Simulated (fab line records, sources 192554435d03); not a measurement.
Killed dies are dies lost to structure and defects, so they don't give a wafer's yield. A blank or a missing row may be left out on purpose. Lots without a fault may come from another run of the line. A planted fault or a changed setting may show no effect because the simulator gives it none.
fab line records | flow n5_finfet
record lots=4 wafers=12 last_day=18
route steps=1938 shown BEOL_M4@1099 BEOL_M5@1112 BEOL_M9@1440 PASSIVATION@1936
lots that met no fault: from a run of the same line without faults
start_h: hours from the record's first day to the start of the lot's first wafer shown | wait_h: hours since the lot's step before | " the same as in the row above | L1.1+2: a row that stands for several wafers | - no value, or no start given | * or withheld: withheld | < > ~ a bound
route shown NAME@n: a module of which the file shows steps, and the number in the route of the first | usual: mean/standard deviation of fault-free wafers | same: alike in all rows | chamber/n: place in a boat | sites: the reading at each site | _std_site: their standard deviation | _edge_site: outer sites' mean less inner sites' | radius_mm: how far each site lies from the wafer's centre | mask NAME#n: copy n | behind: the tool/chamber that last shaped the wafer | hold: why the lot was held/for how many hours/how that ended | device: the transistor (n, p or np) that didn't switch | end of line: the same wafers' tests at the end of the route | a step without rows: its recipe alone | killed: dies lost to structure and defects at the first sort, not the wafer's yield | map: a wafer's dies, x killed, . not, _ none there
set.NAME: the setting as run; set.NAME@STEP: as run at that earlier step | model.NAME: the simulator's own value behind a step, which no gauge read
lots at some steps of the route; a table a step, a row a wafer
services: from which hour (start_h, from the record's first day; less than 0 if before it) a tool's chamber was out of use, for how many hours, and why
## steps
# step N5_BEOL_M4_ANNEAL_95
# recipe temp_c=400 time_s=240 ambient=vacuum
# step N5_BEOL_M4_SPUTTER_96
# recipe material=Cu target_thk_a=45 temp_c=-20 chamber_pressure_pa=0.07 power_w=withheld time_s=8.29
# step N5_BEOL_M4_ECD_50
# recipe material=Cu target_thk_a=3000
# step N5_BEOL_M4_ANNEAL_51
# recipe temp_c=225 time_s=90 ambient=N2
# step N5_BEOL_M4_CMP_52
# recipe stop_on=SiOC t_overpolish_s=6.8 down_force_psi=1 platen_rpm=50 clearing_platen_down_force_psi=1.5 clearing_platen_rpm=50 post_cmp_clean=cu_alkaline target_thk_nm=40 clearing_platen_pad_velocity_m_s=0.99484 pad_velocity_m_s=0.99484
# step N5_BEOL_M4_PRE_CLEAN_60
# recipe gas=NH3/H2 time_s=15 temp_c=* rf_power_w=300
# step N5_BEOL_M4_CO_CAP_55
# recipe material=Co target_thk_a=20 temp_c=200 precursor=CCTBA/H2 pressure_torr=30 time_s=102.1
# step N5_BEOL_M4_PRE_CLEAN_56
# recipe gas=NH3 time_s=15 temp_c=withheld rf_power_w=300
# step N5_BEOL_M4_DEP_57
# recipe material=SiCN target_thk_a=80 temp_c=withheld precursor=3MS/NH3 pressure_torr=3 rf_w=202 time_s=14
# step N5_BEOL_M4_RC_MEAS_101
# usual DIBL_N=36.6/1.1 DIBL_P=36.8/1.6 IOFF_N=0.169/0.024 IOFF_P=0.206/0.028 ION_N=679/9.2 ION_P=462/7 SS_N=71.6/0.57 SS_P=73.3/0.57 VT_N=248.8/2.4 VT_P=-251/3
# columns lot.wafer tool chamber start_h wait_h DIBL_N[mV/V] DIBL_P[mV/V] IOFF_N[nA/um] IOFF_P[nA/um] ION_N[uA/um] ION_P[uA/um] SS_N[mV/dec] SS_P[mV/dec] VT_N[mV] VT_P[mV]
L382.2 prober-01 0 201.41 0.2 37.1 37.3 0.182 0.215 673 456 72.2 74.1 248.4 -249
L382.3 " 0 " " 34.8 34.9 0.143 0.182 679 459 71.5 73.5 248.1 -255
L382.6 " 0 " " 36.6 37.7 0.185 0.224 687 465 72.3 74.0 247.1 -252
L391.1 prober-02 0 263.74 0.0 34.5 34.4 0.133 0.174 670 454 71.6 72.3 251.2 -254
L391.4 " 0 " " 35.8 36.5 0.156 0.206 673 461 71.6 72.8 250.4 -250
L391.6 " 0 " " 36.5 36.8 0.169 0.212 685 468 71.8 73.0 247.2 -250
L402.2 prober-02 0 339.23 0.2 35.2 36.5 0.157 0.170 678 457 70.8 73.3 247.4 -257
L402.4 " 0 " " 35.2 36.7 0.164 0.172 678 451 71.2 73.4 248.4 -258
L402.5 " 0 " " 34.4 35.9 0.144 0.162 678 453 71.1 72.9 249.1 -257
L403.1 prober-02 0 345.10 0.0 35.6 35.8 0.133 0.178 673 458 70.6 73.8 252.9 -253
L403.3 " 0 " " 38.3 38.3 0.183 0.217 687 464 72.0 73.6 245.2 -253
L403.5 " 0 " " 37.6 38.9 0.179 0.229 691 473 71.5 73.2 246.8 -250
# step N5_BEOL_M5_ILD_DEP_00
# recipe material=SiCOH_lowk target_thk_a=1406.4 temp_c=300 precursor=DEMS/porogen pressure_torr=5 rf_w=500 time_s=25.9
# step N5_BEOL_M5_CURE_79
# recipe temp_c=385 time_s=240 ambient=He/Ar material=SiCOH_lowk
# step N5_BEOL_M5_PECVD_70
# recipe material=SiO2 target_thk_a=160 temp_c=400 precursor=TEOS/O2 pressure_torr=5.5 rf_w=450 teos_flow_sccm=53.8 gas=O2 flow_sccm=3000 time_s=18
# step N5_BEOL_M5_HM_DEP_02
# recipe material=TiN target_thk_a=200 temp_c=25 chamber_pressure_pa=0.49996
# step N5_BEOL_M5_COAT_59
# recipe resist=SOC temp_c=250 time_s=60 spin_rpm=1500 resist_thk_nm=60
# step N5_BEOL_M5_COAT_60
# recipe resist=SiARC temp_c=220 time_s=60 spin_rpm=1500 resist_thk_nm=12
# step N5_BEOL_M5_COAT_71
# recipe resist=underlayer temp_c=205 time_s=60 spin_rpm=1500 resist_thk_nm=5
# step N5_BEOL_M5_COAT_05
# recipe resist=CAR-EUV spin_rpm=1500 resist_thk_nm=30
# step N5_BEOL_M5_EBR_07
# recipe solvent=PGMEA ebr_width_mm=1.5
# step N5_BEOL_M5_SOFTBAKE_06
# recipe temp_c=110 time_s=60 resist=CAR-EUV
# step N5_BEOL_M5_EXPOSE_08
# recipe mask_id=M5 na=0.33 source_shape=annular sigma_inner=0.4 sigma_outer=0.8 polarization=unpolarized target_cd_nm=28 dose_mj=35.75
# step N5_BEOL_M5_PEB_09
# recipe peb_temp_c=100 peb_time_s=60 resist=CAR-EUV
# step N5_BEOL_M5_DEVELOP_10
# recipe develop_time_s=30 developer=TMAH resist=CAR-EUV rinse_liquid=surfactant_rinse dry=air_spin dev_temp_c=23
# step N5_BEOL_M5_DESCUM_16
# recipe chemistry=O2 time_s=7 source_power_w=50 bias_power_w=20 pressure_mtorr=20 rf_frequency_hz=2.712e+07 temp_c=40 resist=CAR-EUV o2_flow_sccm=225
# step N5_BEOL_M5_ETCH_72
# recipe chemistry=N2/H2 target=underlayer target_depth_a=65 mask_material=CAR-EUV time_s=5.2 ion_energy_ev=200 pressure_mtorr=30 source_w=840 bias_w=150 n2_flow_sccm=200 h2_flow_sccm=200 ends=cleared
# step N5_BEOL_M5_ETCH_61
# recipe chemistry=CF4 target=SiARC target_depth_a=156 mask_material=CAR-EUV time_s=26 ion_energy_ev=80 pressure_mtorr=40 source_w=545 bias_w=36 Ar_flow_sccm=100 cf4_flow_sccm=100 ends=cleared
# step N5_BEOL_M5_ETCH_62
# recipe chemistry=N2/H2 target=SOC target_depth_a=750 overetch_a=150 mask_material=SiARC temp_c=40 time_s=112.5 ion_energy_ev=200 pressure_mtorr=30 source_w=840 bias_w=150 n2_flow_sccm=200 h2_flow_sccm=200
# step N5_BEOL_M5_STRIP_63
# recipe chemistry=N2/H2 temp_c=40 n2_flow_sccm=200 h2_flow_sccm=200 rf_frequency_hz=6e+07
# step N5_BEOL_M5_STRIP_73
# recipe chemistry=N2/H2 temp_c=40 n2_flow_sccm=200 h2_flow_sccm=200 rf_frequency_hz=6e+07
# step N5_BEOL_M5_STRIP_64
# recipe chemistry=CF4 resist=SiARC power_w=300 bias_power_w=75 pressure_mtorr=50 cf4_flow_sccm=150 rf_frequency_hz=6e+07
# step N5_BEOL_M5_HM_OPEN_17
# recipe chemistry=Cl2/BCl3 target_depth_a=200 overetch_a=60 target=TiN mask_material=SOC ion_energy_ev=150 pressure_mtorr=10 icp_w=1000 bias_w=126 Cl2_flow_sccm=53.25 bcl3_flow_sccm=21.75 Ar_flow_sccm=25
# step N5_BEOL_M5_STRIP_19
# recipe chemistry=O2 power_w=400 temp_c=40 pressure_mtorr=30 rf_frequency_hz=6e+07 bias_power_w=0 overash_fraction=0.2 o2_flow_sccm=225
# step N5_BEOL_M5_COAT_65
# recipe resist=SOC temp_c=250 time_s=60 spin_rpm=1500 resist_thk_nm=60
# step N5_BEOL_M5_COAT_66
# recipe resist=SiARC temp_c=220 time_s=60 spin_rpm=1500 resist_thk_nm=12
# step N5_BEOL_M9_ETCH_66
# recipe chemistry=N2/H2 target=SOC target_depth_a=800 overetch_a=160 mask_material=SiARC temp_c=40 time_s=120 ion_energy_ev=200 pressure_mtorr=30 source_w=840 bias_w=150 n2_flow_sccm=200 h2_flow_sccm=200
# usual drypump_motor_current_A=5.8/0.55 oes_product_au=0.61/0.048 rf_vpp_V=523.8/2.5 showerhead_plenum_p_Torr=2.54/0.082 throttle_valve_pct=17.69/0.17
# columns lot.wafer tool chamber start_h wait_h drypump_motor_current_A oes_product_au rf_hours_counter_h rf_vpp_V showerhead_plenum_p_Torr throttle_valve_pct model.etch.depth_nm model.SiARC_of_BEOL_M9_COAT_64.thk_nm
L382.2 rie_diel-02 2 254.17 0.0 6.1 0.61 88 523.5 2.57 17.84 60.06 6.2
L382.3 " 1 " " 6.4 0.64 54 526.8 2.69 17.76 59.84 6.4
L382.6 " 2 " " 6.1 0.61 - 525.9 2.57 17.85 60.03 6.2
L391.1 rie_diel-06 0 309.68 0.0 6.2 0.73 7 523.4 2.51 17.41 60.06 6.2
L391.4 " 2 " " 6.6 0.73 12 524.2 2.49 17.64 60.06 6.4
L391.6 " 2 " " 6.6 0.73 - 523.4 2.49 17.62 60.06 6.4
L402.2 rie_diel-02 2 381.80 0.0 6.1 0.58 130 523.9 2.55 17.91 59.62 6.2
L402.4 " 1 " " 6.4 0.59 93 528.7 2.68 17.83 56.55 8.6
L402.5 " 3 " " 4.7 0.59 - 521.4 2.45 17.60 59.72 6.2
L403.1 rie_diel-02 0 385.61 0.0 5.8 0.59 152 524.6 2.54 17.45 60.14 6.4
L403.3 " 3 " " 4.7 0.57 125 519.6 2.45 17.61 57.35 8.6
L403.5 " 2 " " 6.1 0.57 - 522.9 2.55 17.91 60.33 6.2
# step N5_PASSIVATION_PROBE_49
# usual defect_limited_yield=91.1/1.5 killed_at_M0_to_M3=36/11 killed_at_M4_up=14/5.6 killed_at_contacts=11/5.6 killed_at_front_end=40/12 killed_at_other=4/3.2 killed_dies=105/17 killed_open=69/12 killed_short=34/8.4 sort_bin_5_function=5.2/0.95 sort_bin_6_memory=3.3/0.63 sort_n_pass=1075/17 sort_yield_pct=91.1/1.5
# same gross_dies=1180 killed_at_back_side=0 sort_bin_4_leakage[%]=0 sort_bin_8_speed[%]=0
# columns lot.wafer tool chamber start_h wait_h defect_limited_yield[%] killed_at_M0_to_M3 killed_at_M4_up killed_at_contacts killed_at_front_end killed_at_other killed_dies killed_open killed_short sort_bin_5_function[%] sort_bin_6_memory[%] sort_n_pass sort_yield_pct[%]
L403.3 prober-01 - 443.38 0.1 70.7 37 228 34 45 2 346 75 57 23.6 4.7 834 70.7
L402.4 prober-02 - 443.43 0.2 64.7 45 327 11 29 4 416 75 24 31.6 3.6 764 64.7
# killed by level:class
L403.3 BEOL_M9:area_etch=210 MOL_CONTACT_COAG:geometric_particle:open=24 BEOL_M4:geometric_particle:open=13 STI_FIN_REVEAL:geometric_particle:open=12 FIN_SAQP:geometric_particle:short=10 BEOL_M0_SAQP:geometric_particle:short=10 MOL_CONTACT_COAG:geometric_particle:short=10 BEOL_M0_SAQP:geometric_particle:open=7
L402.4 BEOL_M9:area_etch=316 BEOL_M2:geometric_particle:open=18 MOL_CONTACT_COAG:geometric_particle:open=10 BEOL_M0_SAQP:geometric_particle:open=9 BEOL_M0_SAQP:geometric_particle:short=7 FIN_SAQP:geometric_particle:short=5 STI_FIN_REVEAL:geometric_particle:open=4 BEOL_M4:geometric_particle:open=4
# map L402.4 (x killed, . not)
_________________............________________
______________.................._____________
___________...................xx...__________
__________x.....x...x.x........x...._________
________x.....xxx..x.x..x.......x...x._______
_______x....x....x...xxx...............______
______xxx....x.......x.xxx...xx...x....._____
_____x.x.x....x.x.......xxxx.......xx....____
____x.x......x.x....xx.xxxxxxx............___
___..xxx.....x.......xxxxxxxxxxxx...x.x....__
___...x.......xx...xxxxx..xxxx.x..xxxx.x...__
__.x..xxx........xxxxx...xxxxxx...x.....xx.x_
__.x...x.........xxxxxxx..xxxx..x..........._
_...x.xx.xxx....xxxxxxxxx.xx..x..x..........x
_....x.xx..xxxxxxxxxxxxxxxxxx..x.............
_...x.x..x.xxxxxxxxxxxxxxxxxxx..x............
_.x..xxx..xxxxxxxxxx..xxxx.x.xx..x.xx......x.
_.xxx.....xxxxxx...xx..xxx..x...x......x...x.
_.......xxxxxx..xx....x.x.x.x.x.x.....x......
_x..xxx...xx.xx.xxx...xxxxx.x.xxxxxxxxx.x....
_.xxx.x..xx..xxxx.x..x........xxxxxxxx.......
__x........xxxxx.x...x.x.x.....xxxxxx.x.x..._
__x.x.......x.x.x.....x....x.xxx...x.x...x.._
___.xxx....xxx......x...x....x..x..x...x...__
___.xx.........x...........x....xxxxxx..x..__
____xx.......xx.xx............xxxxxxxxx...___
_____x.x.xx.x....xx............x.xxxx.x..____
______.x..x.x....x.....x...x......xxx..._____
_______.....x.......x...............x..______
________...x.........x.x........x....._______
__________.....x.x.......xx.x.x....._________
___________......xxxx...xxxxx....x.__________
______________x....x.......xx..._____________
_________________.x.......x..________________
# map L403.3 (x killed, . not)
_________________.....x..xx.x________________
______________.........x....x..x_____________
___________..x..............x.xx.x.__________
__________x.....x....x.x............_________
________..xx..xx.x...................._______
_______.....................x..........______
______........x..............x.........._____
_____..x......x...........x...x......x...____
____....x...x..x................x.......x.___
___...x..................x..........x..x..x__
___.............xxx...................x...x__
__..x.x.....x.....x.x.................x....x_
__.x...x.xxx.xxx.xx..xxx.x.................._
_......x.x..xxxxxxxx.xxxx.x..x.x..x..........
_x.x....xx.xxxxxxxxxxxxxxxx..x..x..x.....x...
_.x...xxxxxxxxxxxxxxx.xxxxx.x............x.x.
_....x.xxxxxxxxxxxxxxx.xxxxxxxxx.............
_....x.xxxxxxxxxxxxxxxxxxxxxxxxx..x..........
_.x..xx.xxxxxxxxxxxx.xxxxxxx.................
_....xxxxxxxxxxxxxxxxxxxxxxxx..x.x...........
_.......xx.xxxxxxxxxx..x.x.x..x...........x.x
__...xx...xxxxxxxx.xx.x...x.x.x...xx.x....x._
__.x........x..xxxxxx..x.x........x.....x..._
___...x..........xxx.xx.x.x..........x...x.__
___............x.xxxxx...x....x.x.x........__
____..........x.x..x.xxx.x..xx.x......x...___
_____..x...x..x..x......xxxxx............____
______...x.............x...xx.x.x...x..._____
_______......xxx..........xx.......x...______
________....x....x.............x.x...._______
__________....xx.x.............x..x._________
___________...........x............__________
______________..........x......._____________
_________________.x..........________________
## services
# columns tool chamber start_h hours kind
rie_diel-06 2 235.12 - clean
rie_diel-06 2 235.12 - consumable_replace:focus_ring
rie_diel-06 2 235.12 34.8 scheduled_down
rie_diel-06 2 235.12 34.8 vent_cycle
rie_diel-06 0 269.92 - clean
rie_diel-06 0 269.92 - consumable_replace:focus_ring
rie_diel-06 0 269.92 19.5 scheduled_down
rie_diel-06 0 269.92 19.5 vent_cycle
rie_diel-02 - 306.21 0.9 repair
rie_diel-06 0 313.92 13.7 repair
## key
first_sign step=N5_PASSIVATION_PROBE_49 reading=killed_at_M4_up direction=up sigmas=47 usual=14 struck=278
effect step=N5_PASSIVATION_PROBE_49 reading=sort_bin_5_function direction=up sigmas=24 usual=5.2 struck=27.6
model_effect step=N5_BEOL_M9_ETCH_66 value=etch.depth_nm without=59.88 struck=56.95
more_kills_born_at N5_BEOL_M9_ETCH_66@rie_diel-02=526
met_at N5_BEOL_M9_ETCH_66
struck_wafers L402.4,L403.3
onset_between 254.17 381.80
fault kind=process_parameter_drift tool=rie_diel-02 chamber=- onset_h=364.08 steps=N5_BEOL_M9_ETCH_66 channel=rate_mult offset=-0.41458 shape=step end_h=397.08 scope=struck_wafers_only
